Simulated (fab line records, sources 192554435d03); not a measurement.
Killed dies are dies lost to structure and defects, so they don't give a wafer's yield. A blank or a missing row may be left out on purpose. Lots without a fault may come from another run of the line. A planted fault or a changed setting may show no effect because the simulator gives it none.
Chamber matching | flow n5_finfet | N5_BEOL_M12_ETCH_59 on rie_diel-05: 4 sister chambers
The step etches BARC in N2/H2, target depth 89 nm, overetch 26.7 nm, time 67.9 s. 4 wafers are shown with their chamber, then 11 later ones without.

WAFERS WITH THEIR CHAMBER
wafer  | chamber | showerhead_plenum_p_Torr (Torr)
L085.6 | 1       | 2.39
L086.4 | 2       | 2.70
L086.6 | 3       | 2.49
L088.3 | 0       | 2.66

WAFERS WITHOUT THEIR CHAMBER
wafer  | showerhead_plenum_p_Torr (Torr)
L088.4 | 2.70
L088.6 | 2.66
L093.1 | 2.65
L093.2 | 2.49
L093.5 | 2.49
L096.1 | 2.49
L096.2 | 2.65
L096.3 | 2.71
L094.1 | 2.48
L094.2 | 2.65
L094.6 | 2.71

WHICH CHAMBER EACH WENT THROUGH
wafer  | from the rows above | in truth
L088.4 | 2                   | 2
L088.6 | 0                   | 0
L093.1 | 0                   | 0
L093.2 | 3                   | 3
L093.5 | 3                   | 3
L096.1 | 3                   | 3
L096.2 | 0                   | 0
L096.3 | 2                   | 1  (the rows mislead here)
L094.1 | 3                   | 3
L094.2 | 0                   | 0
L094.6 | 2                   | 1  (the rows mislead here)
Placed correctly: 9 of 11. Can't be placed from these rows: 0. Placed wrongly: 2.
How it was worked out, from the rows above alone: a wafer's distance from a chamber is the root of the sum, over the readings, of the square of ((its reading less the chamber's mean) divided by the reading's scatter). The wafer belongs to the nearest chamber; if the next one is less than 2 further off, it can't be placed. A chamber's mean is the mean of its shown wafers. The scatter: with one shown wafer a chamber, the root of the mean of the squares of how far each hidden wafer lies from its nearest shown one.
